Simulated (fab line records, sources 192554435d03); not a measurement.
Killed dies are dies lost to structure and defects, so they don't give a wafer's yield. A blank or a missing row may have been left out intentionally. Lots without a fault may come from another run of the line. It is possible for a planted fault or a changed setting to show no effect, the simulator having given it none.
A lot that was struck, set against a sound lot | flow n5-finfet | 44 out of 1938 route steps
Sound: these wafers, L900.1, L900.3, L900.4. Struck: wafers L906.1, L906.4, L906.6. At the end, the cause is stated.
Per side, at each step with rows, come the tool, then ch with its chambers, and then its first start. Under that, the readings that differ: sound wafers | struck wafers | difference of the means | sigmas: that difference in standard deviations of wafers without a fault.
alike: same words and numbers on both sides, and readings whose means sit less than 2 such deviations apart. not compared: any withheld reading, any reading some wafer has no value for, any bound like >300 that may hide the same value, and any number with overlapping values for which the record gives no deviation.
The two part at a step that has a row with sigmas, a row that says differs or no value, or rows on one side only. Non-overlapping numbers with no deviation appear without sigmas and do not part them. A reading that every wafer of one side lacks parts them only if that side has two wafers or more.

first, 8 steps without rows for these wafers: N5_WELL_APT_HMDS_01 (time 60 s); N5_WELL_APT_COAT_02 (resist thk 950 nm); N5_WELL_APT_EBR_04; N5_WELL_APT_SOFTBAKE_03 (time 60 s); N5_WELL_APT_EXPOSE_05 (exposes mask NWELL, defocus 0 nm, target cd 200 nm); N5_WELL_APT_PEB_06 (peb time 90 s); N5_WELL_APT_DEVELOP_07 (develop time 45 s); N5_WELL_APT_HARDBAKE_12 (time 120 s).
N5_WELL_APT_CD_MEAS_08: target cd 200 nm.
  sound on cd-sem-02 ch 0, day 1 19:49; struck on cd-sem-02 ch 0, day 3 07:49
  alike: cd-nm
N5_WELL_APT_OVL_MEAS_09:
  sound on overlay-02 ch 0, day 1 19:50; struck on overlay-01 ch 0, day 3 07:50
  alike: NWELL_OVL
N5_WELL_APT_INSPECT_10: inspects for defects (macro).
  sound on defect-inspect-01 at day 1 19:52; struck on defect-inspect-01 at day 3 07:52
  alike: raw-defect-count
N5_WELL_APT_DESCUM_13: chemistry O2, time 7.9 s.
  sound on rie-diel-02 ch 0,2,3, day 1 19:55; struck on rie-diel-06 ch 0,1,3, day 3 07:53
  alike: drypump-motor-current-A, oes-product-au, rf-vpp-V, showerhead-plenum-p-Torr, throttle-valve-pct
  not compared: rf-hours-counter-h
N5_WELL_APT_IMPLANT_14:
  sound on implanter-01 ch 0, day 1 20:01; struck on implanter-01 ch 0, day 3 07:59
  reading            | sound                         | struck                        | difference | sigmas
  dose-ions-cm2      | 1.5e+13 1.5007e+13 1.5008e+13 | 6.191e+12 6.186e+12 6.211e+12 | -8.809e+12 | -99 or more
  faraday-current-uA | 186 185 186                   | 79 78 78                      | -107       | -29
then, 10 steps without rows for these wafers: N5_WELL_APT_IMPLANT_15; N5_WELL_APT_STRIP_16 (strips in SPM, time 900 s); N5_WELL_APT_HMDS_18 (time 60 s); N5_WELL_APT_COAT_19 (resist thk 950 nm); N5_WELL_APT_EBR_21; N5_WELL_APT_SOFTBAKE_20 (time 60 s); N5_WELL_APT_EXPOSE_22 (exposes mask PWELL, defocus 0 nm, target cd 200 nm); N5_WELL_APT_PEB_23 (peb time 90 s); N5_WELL_APT_DEVELOP_24 (develop time 45 s); N5_WELL_APT_HARDBAKE_29 (time 120 s).
N5_WELL_APT_CD_MEAS_25: target cd 200 nm.
  sound on cd-sem-01 ch 0, day 1 21:04; struck on cd-sem-02 ch 0, day 3 08:56
  alike: cd-nm
N5_WELL_APT_OVL_MEAS_26:
  sound on overlay-01 ch 0, day 1 21:06; struck on overlay-02 ch 0, day 3 08:58
  alike: PWELL_OVL
N5_WELL_APT_INSPECT_27: inspects for defects (macro).
  sound on defect-inspect-01 at day 1 21:08; struck on defect-inspect-02 at day 3 08:59
  alike: raw-defect-count
N5_WELL_APT_DESCUM_30: chemistry O2, time 7.9 s.
  sound on rie-diel-02 ch 0,1,3, day 1 21:10; struck on rie-diel-02 ch 0,3, day 3 09:01
  alike: drypump-motor-current-A, oes-product-au, rf-vpp-V, showerhead-plenum-p-Torr, throttle-valve-pct
  not compared: rf-hours-counter-h
then, 3 steps without rows for these wafers: N5_WELL_APT_IMPLANT_31; N5_WELL_APT_IMPLANT_32; N5_WELL_APT_STRIP_33 (strips in SPM, time 900 s).
N5_WELL_APT_RTA_34: time 10 s.
  sound on rtp-anneal-01 ch 0, day 1 21:55; struck on rtp-anneal-01 ch 0, day 3 09:47
  alike: lamp-power-pct, lamp_zone_7_pct, wafer_temp_C_max
then, 4 steps without rows for these wafers: N5_WELL_APT_OXIDE_STRIP_42 (strips SiO2 in dHF, time 45 s, target depth 12 nm); N5_WELL_APT_PRECLEAN_36 (cleans in O3/DIW, time 45 s); N5_WELL_APT_PRECLEAN_39 (cleans in dHF, time 60 s); N5_WELL_APT_SRD_37 (time 30 s).
N5_WELL_APT_EPI_41: deposits Si from SiH4/H2, target thk 50 nm, time 297.7 s.
  sound on epi-rpcvd-03 ch 0, day 1 22:10; struck on epi-rpcvd-03 ch 0, day 3 10:02
  alike: lamp-inner-pct, throttle-valve-pct
N5_WELL_APT_INSPECT_38: inspects for defects (darkfield).
  sound on defect-inspect-01 at day 1 22:48; struck on defect-inspect-02 at day 3 10:41
  alike: raw-defect-count
N5_PMOS_HMC_CHANNEL_EPI_HM_DEP_34: deposits SiO2 from TEOS/O2, target thk 36 nm, time 6.9 s.
  sound on pecvd-02 ch 0,1, day 1 22:50; struck on pecvd-04 ch 0,1, day 3 10:43
  alike: heater-power-w, showerhead-plenum-p-Torr, throttle-valve-pct
then, 4 steps without rows for these wafers: N5_PMOS_HMC_CHANNEL_EPI_COAT_31 (time 60 s, resist thk 66 nm); N5_PMOS_HMC_CHANNEL_EPI_COAT_03 (resist thk 205 nm); N5_PMOS_HMC_CHANNEL_EPI_EBR_05; N5_PMOS_HMC_CHANNEL_EPI_SOFTBAKE_04 (time 60 s).
N5_BEOL_M4_RC_MEAS_101:
  the record has rows for the sound wafers here (prober-02 ch 0, day 9 04:22) and none for the struck ones
N5_PASSIVATION_PROBE_49:
  the record has rows for the sound wafers here (prober-02, day 13 19:44) and none for the struck ones

WHERE THEY PART
At N5_WELL_APT_IMPLANT_14 first; at N5_PASSIVATION_PROBE_49 last (within this record only).

WHY: what the simulator had put in
Process parameter drift: implanter-01, from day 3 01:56 on, at N5_WELL_APT_IMPLANT_14. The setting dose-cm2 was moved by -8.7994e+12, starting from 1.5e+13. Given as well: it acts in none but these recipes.
